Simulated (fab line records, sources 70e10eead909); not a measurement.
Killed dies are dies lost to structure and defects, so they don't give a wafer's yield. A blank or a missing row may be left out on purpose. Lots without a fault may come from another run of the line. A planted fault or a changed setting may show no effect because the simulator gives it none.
Chamber matching | flow nand_harc | NHARC_A_CHANNEL_HOLE_D2_ETCH_38 on rie_diel-07: 4 sister chambers
The step etches the open film in CF4, target depth 39 nm, time 65 s. 18 wafers are shown with their chamber, then 9 later ones without.

WAFERS WITH THEIR CHAMBER
wafer  | chamber | drypump_motor_current_A (A) | rf_vpp_V (V) | oes_product_au (a.u.)
L076.1 | 3       | 5.2                         | 154.4        | 1.006
L076.4 | 0       | 5.8                         | 151.6        | 1.014
L076.5 | 0       | 5.8                         | 152.0        | 0.998
L078.2 | 0       | 5.8                         | 152.2        | 1.000
L078.3 | 2       | 5.9                         | 150.3        | 0.997
L078.5 | 1       | 6.2                         | 154.1        | 1.013
L079.1 | 2       | 5.9                         | 151.8        | 0.999
L079.3 | 3       | 5.2                         | 151.8        | 1.012
L079.6 | 2       | 5.9                         | 151.6        | 1.001
L081.2 | 3       | 5.2                         | 153.7        | 0.996
L081.4 | 1       | 6.2                         | 150.9        | 1.010
L081.6 | 3       | 5.2                         | 152.0        | 0.994
L083.1 | 2       | 5.8                         | 152.2        | 0.998
L083.2 | 0       | 5.8                         | 151.5        | 0.990
L083.3 | 3       | 5.2                         | 152.7        | 0.998
L083.4 | 1       | 6.2                         | 152.2        | 0.997
L083.5 | 0       | 5.8                         | 152.2        | 1.003
L083.6 | 3       | 5.2                         | 151.8        | 0.992

SIGNATURES (means of the wafers above)
reading                 | chamber 0 | chamber 1 | chamber 2 | chamber 3 | scatter within a chamber
drypump_motor_current_A | 5.800     | 6.200     | 5.875     | 5.200     | 0.0231
rf_vpp_V                | 151.900   | 152.400   | 151.475   | 152.733   | 0.987
oes_product_au          | 1.00100   | 1.00667   | 0.99875   | 0.99967   | 0.00735
Rule: a wafer's distance from a chamber is the root of the sum, over the readings, of the square of ((its reading less the chamber's mean) divided by the reading's scatter). The wafer belongs to the nearest chamber; if the next one is less than 2 further off, it can't be placed. The scatter: the root of (the sum of the squares of (reading less its chamber's mean) over the shown wafers, divided by (wafers less chambers)).

WAFERS WITHOUT THEIR CHAMBER
wafer  | drypump_motor_current_A (A) | rf_vpp_V (V) | oes_product_au (a.u.)
L087.3 | 5.9                         | 151.3        | 1.000
L087.4 | 5.2                         | 153.0        | 1.001
L087.6 | 5.8                         | 151.8        | 0.995
L091.2 | 5.2                         | 152.8        | 0.995
L091.3 | 6.2                         | 153.0        | 1.001
L091.6 | 5.2                         | 152.8        | 0.992
L096.2 | 6.2                         | 153.5        | 1.012
L096.4 | 5.2                         | 152.4        | 0.982
L096.5 | 5.9                         | 152.3        | 0.992

WHICH CHAMBER EACH WENT THROUGH
wafer  | from the rows above | in truth
L087.3 | 2                   | 2
L087.4 | 3                   | 3
L087.6 | 0                   | 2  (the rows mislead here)
L091.2 | 3                   | 3
L091.3 | 1                   | 1
L091.6 | 3                   | 3
L096.2 | 1                   | 1
L096.4 | 3                   | 3
L096.5 | 2                   | 2
Placed correctly: 8 of 9. Can't be placed from these rows: 0. Placed wrongly: 1.
